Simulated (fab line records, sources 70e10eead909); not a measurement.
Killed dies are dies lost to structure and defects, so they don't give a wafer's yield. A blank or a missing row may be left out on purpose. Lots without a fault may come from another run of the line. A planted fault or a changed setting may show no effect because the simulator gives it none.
Chamber matching | flow nand_harc | NHARC_P_M1_STRIP_18 on rie_diel-12: 3 sister chambers
The step strips in N2/H2. 18 wafers are shown with their chamber, then 6 later ones without.

WAFERS WITH THEIR CHAMBER
wafer  | chamber | drypump_motor_current_A (A) | showerhead_plenum_p_Torr (Torr) | oes_product_au (a.u.)
L074.1 | 3       | 6.1                         | 1.98                            | 0.991
L074.2 | 2       | 5.7                         | 2.00                            | 0.988
L074.6 | 1       | 5.2                         | 2.02                            | 0.992
L078.4 | 1       | 5.1                         | 2.02                            | 1.002
L078.5 | 1       | 5.2                         | 2.02                            | 1.005
L078.6 | 2       | 5.7                         | 1.99                            | 1.000
L081.1 | 2       | 5.7                         | 1.99                            | 0.998
L081.3 | 3       | 6.0                         | 1.98                            | 0.984
L081.6 | 2       | 5.7                         | 1.99                            | 1.002
L084.2 | 3       | 6.1                         | 1.98                            | 0.990
L084.3 | 2       | 5.7                         | 1.99                            | 0.992
L084.5 | 2       | 5.7                         | 1.99                            | 0.995
L090.1 | 3       | 6.1                         | 1.98                            | 0.986
L090.3 | 2       | 5.7                         | 1.99                            | 1.006
L090.5 | 1       | 5.1                         | 2.02                            | 0.988
L091.1 | 1       | 5.2                         | 2.02                            | 0.982
L091.2 | 2       | 5.7                         | 1.99                            | 0.983
L091.5 | 3       | 6.1                         | 1.97                            | 0.993

SIGNATURES (means of the wafers above)
reading                  | chamber 1 | chamber 2 | chamber 3 | scatter within a chamber
drypump_motor_current_A  | 5.160     | 5.700     | 6.080     | 0.0365
showerhead_plenum_p_Torr | 2.0200    | 1.9912    | 1.9780    | 0.00334
oes_product_au           | 0.99380   | 0.99550   | 0.98880   | 0.00743
Rule: a wafer's distance from a chamber is the root of the sum, over the readings, of the square of ((its reading less the chamber's mean) divided by the reading's scatter). The wafer belongs to the nearest chamber; if the next one is less than 2 further off, it can't be placed. The scatter: the root of (the sum of the squares of (reading less its chamber's mean) over the shown wafers, divided by (wafers less chambers)).

WAFERS WITHOUT THEIR CHAMBER
wafer  | drypump_motor_current_A (A) | showerhead_plenum_p_Torr (Torr) | oes_product_au (a.u.)
L092.1 | 6.1                         | 1.97                            | 1.012
L092.2 | 5.1                         | 2.01                            | 0.995
L093.1 | 5.7                         | 1.99                            | 0.990
L093.5 | 6.1                         | 1.97                            | 0.989
L093.6 | 5.7                         | 1.99                            | 1.001
L096.1 | 5.7                         | 1.99                            | 0.992

WHICH CHAMBER EACH WENT THROUGH
wafer  | from the rows above | in truth
L092.1 | 3                   | 3
L092.2 | 1                   | 1
L093.1 | 2                   | 2
L093.5 | 3                   | 3
L093.6 | 2                   | 2
L096.1 | 2                   | 2
Placed correctly: 6 of 6. Can't be placed from these rows: 0. Placed wrongly: 0.
